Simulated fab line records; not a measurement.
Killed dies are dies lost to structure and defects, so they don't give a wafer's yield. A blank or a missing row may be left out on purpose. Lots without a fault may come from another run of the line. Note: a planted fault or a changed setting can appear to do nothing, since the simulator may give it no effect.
Struck lot and sound lot, side by side    flow n5_finfet    15 out of 1938 route steps
Sound: these wafers, L738.1, L738.4, L738.5. Struck: wafer L756.3. (L756.1, L756.4 of the same lot were not struck and are left out.) The cause comes at the end.
For every step that has rows: the tool of each side, followed by ch and its chambers, followed by its first start. Under that, the readings that differ: sound wafers    struck wafers    difference of the means    sigmas: that difference in standard deviations of wafers without a fault.
alike: readings whose means differ by less than 2 such deviations, and words and numbers that are the same on both sides. not compared: withheld readings, readings that some wafer has no value for, bounds like >300 that may hide the same value, and numbers for which the record gives no deviation and whose values overlap.
Wherever a step has rows on one side only, a row that says differs or no value, or a row with sigmas, the two part there. Numbers that have no deviation but don't overlap get no sigmas and don't part them. A reading that every wafer of one side lacks parts them only if that side has two wafers or more.

N5_HKMG_FIN_DESCUM_53: chemistry O2, time 7.9 s.
  sound on rie_diel-04 ch 0,2,3, day 4 18:03; struck on rie_diel-04 ch 2, day 9 05:04
  alike: drypump_motor_current_A, oes_product_au, rf_vpp_V, showerhead_plenum_p_Torr, throttle_valve_pct
  not compared: rf_hours_counter_h
then, 4 steps without rows for these wafers: N5_HKMG_FIN_ETCH_54 (etches SiARC in CF4, target depth 45.5 nm, time 75.8 s); N5_HKMG_FIN_ETCH_55 (etches SOC in N2/H2, target depth 240 nm, time 300 s); N5_HKMG_FIN_STRIP_56 (strips in N2/H2); N5_HKMG_FIN_STRIP_57 (strips in CF4).
N5_HKMG_FIN_ETCH_58: etches SOC in N2/H2, target depth 215.8 nm, time 741 s.
  sound on rie_diel-04 ch 0,2,3, day 4 18:21; struck on rie_diel-04 ch 2, day 9 05:22
  alike: drypump_motor_current_A, oes_product_au, rf_vpp_V, showerhead_plenum_p_Torr, throttle_valve_pct
  not compared: rf_hours_counter_h
N5_HKMG_FIN_STRIP_93: strips SOC in N2/H2, time 20 s.
  sound on rie_diel-04 ch 0,2,3, day 4 18:47; struck on rie_diel-04 ch 2, day 9 05:47
  alike: drypump_motor_current_A, oes_product_au, rf_vpp_V, showerhead_plenum_p_Torr, throttle_valve_pct
  not compared: rf_hours_counter_h
then, 1 step without rows for these wafers: N5_HKMG_FIN_WET_ETCH_76 (etches Al2O3 in dNH4OH, stops on La2O3, target depth 2.25 nm, rinse time 30 s).
N5_HKMG_FIN_STRIP_60: strips in N2/H2, time 360 s.
  sound on plasma_asher-01 ch 0,1, day 4 18:56; struck on plasma_asher-02 ch 0, day 9 05:56
  alike: drypump_motor_current_A, heater_power_w
  not compared: rf_hours_counter_h
then, 2 steps without rows for these wafers: N5_HKMG_FIN_WET_ETCH_77 (etches La2O3 in dHCl, stops on HfO2, target depth 2 nm); N5_HKMG_FIN_WET_ETCH_78 (etches Al2O3 in dNH4OH, stops on La2O3, target depth 4.5 nm, rinse time 30 s).
N5_HKMG_FIN_ALD_79: deposits TiN, target thk 1.5 nm, pulse time 1 s, purge time 3 s.
  sound on ald_metal-02 ch 1,2,3, day 4 19:25; struck on ald_metal-01 ch 1, day 9 06:25
  alike: chamber_pressure_Torr, heater_power_outer_w, heater_power_w, precursor_pulse_height_rel, susceptor_temp_C
N5_HKMG_FIN_CVD_62: deposits a-Si from Si2H6, target thk 3 nm, time 20.8 s.
  sound on thermal_cvd_si-01 ch 0,2, day 4 19:47; struck on thermal_cvd_si-01 ch 0, day 9 06:47
reading                                    sound                 struck  difference  sigmas
susceptor_temp_C (C)                       500.11 499.80 499.74  484.69  -15.19      -56
model.a-Si_of_HKMG_FIN_CVD_62.thk_nm (nm)  3 3 3                 1.8     -1.2        
  alike: chamber_pressure_Torr, heater_power_outer_w, heater_power_w
then, 1 step without rows for these wafers: N5_HKMG_FIN_RTA_80 (time 2 s).
-- the record jumps here: 5 days lie between the struck wafers' starts before and after (it left off in module HKMG_FIN and takes up again in module BEOL_M4, whose first step shown is number 1111 of the route) --
N5_BEOL_M4_RC_MEAS_101:
  sound on prober-02 ch 0, day 9 18:14; struck on prober-02 ch 0, day 14 01:26
reading        sound              struck  difference  sigmas
ION_N (uA/um)  676 677 657        649     -21         -2
VT_N (mV)      250.0 249.8 253.1  256.7   +5.7        +2
  alike: DIBL_N, DIBL_P, IOFF_N, IOFF_P, ION_P, SS_N, SS_P, VT_P

WHERE THEY PART
First at N5_HKMG_FIN_CVD_62; last, within this record, at N5_BEOL_M4_RC_MEAS_101.

WHY: what the simulator had put in
thermal_cvd_si-01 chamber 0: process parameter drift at N5_HKMG_FIN_CVD_62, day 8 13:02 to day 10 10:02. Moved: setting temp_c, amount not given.
